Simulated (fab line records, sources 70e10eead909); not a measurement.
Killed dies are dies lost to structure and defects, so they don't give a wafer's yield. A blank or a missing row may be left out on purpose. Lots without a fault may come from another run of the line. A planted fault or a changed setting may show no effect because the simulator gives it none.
Chamber matching | flow nand_harc | NHARC_A_BONDPAD_CMP_29 on cmp-01: 4 sister chambers
The step polishes SiCN, target thk 200 nm. 8 wafers are shown with their chamber, then 10 later ones without.

WAFERS WITH THEIR CHAMBER
wafer  | chamber | motor_current_A (A)
L079.6 | 3       | 11.0
L081.3 | 0       | 12.2
L081.5 | 2       | 12.1
L082.1 | 0       | 11.6
L082.2 | 3       | 10.9
L082.3 | 2       | 12.3
L082.4 | 1       | 11.6
L082.5 | 1       | 11.6

WAFERS WITHOUT THEIR CHAMBER
wafer  | motor_current_A (A)
L082.6 | 12.4
L085.2 | 11.0
L085.3 | 11.9
L085.6 | 12.1
L092.1 | 11.3
L092.2 | 11.9
L092.6 | 11.9
L096.1 | 11.3
L096.2 | 12.2
L096.4 | 12.2

WHICH CHAMBER EACH WENT THROUGH
wafer  | from the rows above          | in truth
L082.6 | can't be placed: 2 or 0      | 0
L085.2 | 3                            | 3
L085.3 | can't be placed: 0 or 2 or 1 | 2
L085.6 | can't be placed: 2 or 0 or 1 | 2
L092.1 | can't be placed: 1 or 3 or 0 | 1
L092.2 | can't be placed: 0 or 2 or 1 | 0
L092.6 | can't be placed: 0 or 2 or 1 | 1
L096.1 | can't be placed: 1 or 3 or 0 | 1
L096.2 | can't be placed: 2 or 0      | 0
L096.4 | can't be placed: 2 or 0      | 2
Placed correctly: 1 of 10. Can't be placed from these rows: 9 (the true chamber is among the candidates in 9). Placed wrongly: 0.
How it was worked out, from the rows above alone: a wafer's distance from a chamber is the root of the sum, over the readings, of the square of ((its reading less the chamber's mean) divided by the reading's scatter). The wafer belongs to the nearest chamber; if the next one is less than 2 further off, it can't be placed. A chamber's mean is the mean of its shown wafers. The scatter: the root of (the sum of the squares of (reading less its chamber's mean) over the shown wafers, divided by (wafers less chambers)).
